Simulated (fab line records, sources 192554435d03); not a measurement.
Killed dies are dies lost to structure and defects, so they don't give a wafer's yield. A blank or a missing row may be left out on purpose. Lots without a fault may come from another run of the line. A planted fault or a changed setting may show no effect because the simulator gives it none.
One fault seen from 3 desks | flow n5_finfet | each desk has only its own numbers; what lay behind them comes last

THE DEFECT DESK
What the inspections along the route counted, lot by lot: means of the sampled wafers that have a number. A lot is out of limits, marked OUT, if its mean lies more than 4 standard deviations from the usual mean; the brackets give that distance.
Columns: A = raw_defect_count at N5_BEOL_M13_INSPECT_12, usual 2.2
lot  | first seen here | A
L368 | day 11 23:40    | 2.3
L371 | day 13 02:15    | 3.0
L373 | day 13 09:32    | 1.0
L376 | day 14 05:28    | 1.0
L378 | day 14 20:37    | 2.0
L380 | day 15 12:32    | 3.0
L382 | day 15 22:22    | 2.5
L386 | day 17 09:59    | 2.3
L389 | day 17 10:55    | 2.3
L391 | day 19 01:13    | 1.7
This desk's finding: nothing out of limits on any of the 10 lots.

THE METROLOGY DESK
What the gauges read, lot by lot, whatever tool the lot ran on: means of the sampled wafers that have a number. A lot is out of limits, marked OUT, if its mean lies more than 4 standard deviations from the usual mean; the brackets give that distance.
Columns: A = cd_nm at N5_BEOL_M13_CD_MEAS_17, usual 190.2 nm
lot  | first seen here | A
L368 | day 12 00:14    | 190.5
L371 | day 13 02:49    | 191.3
L373 | day 13 10:11    | 190.8
L376 | day 14 06:25    | 191.3
L378 | day 14 21:31    | 187.3
L380 | day 15 13:10    | 186.4
L382 | day 15 22:56    | 186.6
L386 | day 17 10:34    | 189.6
L389 | day 17 11:29    | 189.8
L391 | day 19 01:47    | 193.2
This desk's finding: nothing out of limits on any of the 10 lots.

THE TOOL OWNER'S DESK: rie_diel-02
The tool's own readings at N5_BEOL_M13_ETCH_59 (etches BARC in N2/H2, target depth 89 nm, overetch 26.7 nm, time 67.9 s): means of the sampled wafers that have a number, for each lot that ran on this tool. A lot is out of limits, marked OUT, if its mean lies more than 4 standard deviations from the usual mean; the brackets give that distance.
Columns: A = drypump_motor_current_A at N5_BEOL_M13_ETCH_59, usual 5.6 A; B = oes_product_au at N5_BEOL_M13_ETCH_59, usual 0.67 a.u.; C = rf_vpp_V at N5_BEOL_M13_ETCH_59, usual 523.2 V; D = showerhead_plenum_p_Torr at N5_BEOL_M13_ETCH_59, usual 2.52 Torr; E = throttle_valve_pct at N5_BEOL_M13_ETCH_59, usual 17.87 %
lot  | first seen here | A   | B    | C     | D    | E
L368 | day 11 23:44    | 5.4 | 0.69 | 522.9 | 2.53 | 17.97
L373 | day 13 09:42    | 5.3 | 0.63 | 524.1 | 2.56 | 18.13
L376 | day 14 05:55    | 5.8 | 0.68 | 523.8 | 2.50 | 17.89
L378 | day 14 21:01    | 6.0 | 0.59 | 522.7 | 2.52 | 17.88
L380 | day 15 12:39    | 5.6 | 0.60 | 523.1 | 2.53 | 18.04
L382 | day 15 22:28    | 5.8 | 0.64 | 521.8 | 2.50 | 17.87
L391 | day 19 01:17    | 5.9 | 0.63 | 522.3 | 2.50 | 17.93
This desk's finding: nothing out of limits on any of the 7 lots.

PUT TOGETHER
The defect desk saw nothing out of limits.
The metrology desk saw nothing out of limits.
The tool owner's desk saw nothing out of limits.

WHAT THE SIMULATOR HAD PUT IN
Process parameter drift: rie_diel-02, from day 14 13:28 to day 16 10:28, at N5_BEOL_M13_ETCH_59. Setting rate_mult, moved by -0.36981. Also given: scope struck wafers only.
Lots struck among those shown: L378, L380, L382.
